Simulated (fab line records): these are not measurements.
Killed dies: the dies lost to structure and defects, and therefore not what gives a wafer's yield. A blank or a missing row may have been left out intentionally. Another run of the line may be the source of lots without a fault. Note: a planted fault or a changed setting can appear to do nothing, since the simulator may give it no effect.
A struck lot beside a sound one / flow nandHarc / 18 out of 1302 route steps
Sound: these wafers, L918.3, L918.5, L918.6. The struck wafers were L931.2, L931.4, L931.5. The cause is given at the end.
For every step that has rows: the tool of each side, followed by ch and its chambers, followed by its first start. Under that, the readings that differ: sound wafers / struck wafers / difference of the means / sigmas: that difference in standard deviations of wafers without a fault.
alike: words and numbers the same on both sides, and readings whose means are apart by under 2 such deviations; not compared: readings that were withheld, readings missing a value for some wafer, numbers with overlapping values and no deviation given by the record, and bounds like >300 which may hide the same value.
The two part at a step that has a row with sigmas, a row that says differs or no value, or rows on one side only. When numbers do not overlap yet have no deviation, they are printed without sigmas and do not part them. Lack of a reading on every wafer of one side parts them only where that side has two or more wafers.

first, 1 step without rows for these wafers: NHARC_P_ZERO_WELL_HARDBAKE_12 (time 65 s).
NHARC_P_ZERO_WELL_DESCUM_13: chemistry O2, time 3 s.
  sound on rieDiel-04 ch 0,3, day 2 17:34; struck on rieDiel-04 ch 1,2, day 8 03:17
  alike: chamberPressureMTorr, drypumpMotorCurrentA, oesProductAu, rfVppV, showerheadPlenumPTorr, throttleValvePct
  not compared: rfHoursCounterH
NHARC_P_ZERO_WELL_ETCH_65: etches the open film in N2/H2, target depth 80 nm, overetch 24 nm, time 87.88 s.
  sound on rieDiel-04 ch 0,1,3, day 2 17:43; struck on rieDiel-04 ch 0,1, day 8 03:25
  alike: chamberPressureMTorr, drypumpMotorCurrentA, oesProductAu, rfVppV, showerheadPlenumPTorr, throttleValvePct
  not compared: rfHoursCounterH
NHARC_P_ZERO_WELL_ETCH_62: etches the open film in CHF3/Ar, target depth 13 nm, time 6.5 s.
  sound: rieDiel-04 ch 2,3; struck: rieDiel-04 ch 1,2,3
  alike: chamberPressureMTorr, drypumpMotorCurrentA, oesProductAu, rfVppV, showerheadPlenumPTorr, throttleValvePct
  not compared: rfHoursCounterH
NHARC_P_ZERO_WELL_ETCH_63: etches the open film in HBr/Cl2, target depth 120 nm, time 40.1 s.
  sound on rieSi-04 ch 0,3, day 2 17:55; struck on rieSi-01 ch 0,2, day 8 03:35
  alike: chamberPressureMTorr, drypumpMotorCurrentA, mfcCl2Sccm, oesProductAu, throttleValvePct
  not compared: rfHoursCounterH
then, 7 steps without rows for these wafers: NHARC_P_ZERO_WELL_STRIP_15 (strips in SPM, time 900 s); NHARC_P_ZERO_WELL_DEHYDRATE_16 (time 120 s); NHARC_P_ZERO_WELL_HMDS_17 (time 30 s); NHARC_P_ZERO_WELL_COAT_18; NHARC_P_ZERO_WELL_SOFTBAKE_19 (time 95 s); NHARC_P_ZERO_WELL_EBR_20; NHARC_P_ZERO_WELL_EXPOSE_21 (exposes mask P NWELL, target cd 720 nm).
NHARC_P_ZERO_WELL_PEB_22: peb time 85 s.
  sound on lithoTrack-02 ch 0, day 2 18:45; struck on lithoTrack-05 ch 0, day 8 04:18
reading=heaterPowerTotalW (W); sound=164.24 164.31 164.37; struck=157.82 158.13 157.65; difference=-6.44; sigmas=-23
reading=plateTempC (C); sound=117.94 118.15 118.06; struck=114.53 114.67 114.69; difference=-3.42; sigmas=-24
  alike: resistLineTempC
then, 1 step without rows for these wafers: NHARC_P_ZERO_WELL_DEVELOP_23 (time 70 s).
NHARC_P_ZERO_WELL_CD_MEAS_24: the cd target is 720 nm.
  sound on cdSem-02 ch 0, day 2 18:50; struck on cdSem-01 ch 0, day 8 04:23
reading=cdNm (nm); sound=718.0 718.3 718.9; struck=712.4 712.0 712.7; difference=-6.0; sigmas=-4
then, 1 step without rows for these wafers: NHARC_P_ZERO_WELL_HARDBAKE_25 (time 80 s).
NHARC_P_ZERO_WELL_DESCUM_26: chemistry O2, time 3 s.
  sound on rieDiel-04 ch 1,2, day 2 19:04; struck on rieDiel-05 ch 0,1, day 8 04:32
reading=model.P_ZERO_WELL.cdNm (nm); sound=718.3 718.3 719.2; struck=712.3 712.1 713.1; difference=-6.1; sigmas=
  alike: chamberPressureMTorr, drypumpMotorCurrentA, oesProductAu, rfVppV, showerheadPlenumPTorr, throttleValvePct
  not compared: rfHoursCounterH
then, 1 step without rows for these wafers: NHARC_P_ZERO_WELL_IMPLANT_27.

== WHERE THEY PART ==
First at NHARC_P_ZERO_WELL_PEB_22; last, within this record, at NHARC_P_ZERO_WELL_CD_MEAS_24. Later steps at which nothing parts them and some readings are alike: NHARC_P_ZERO_WELL_DESCUM_26.

WHY: what had been put in by the simulator
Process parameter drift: lithoTrack-05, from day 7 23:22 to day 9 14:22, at NHARC_P_ZERO_WELL_PEB_22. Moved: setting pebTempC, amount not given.
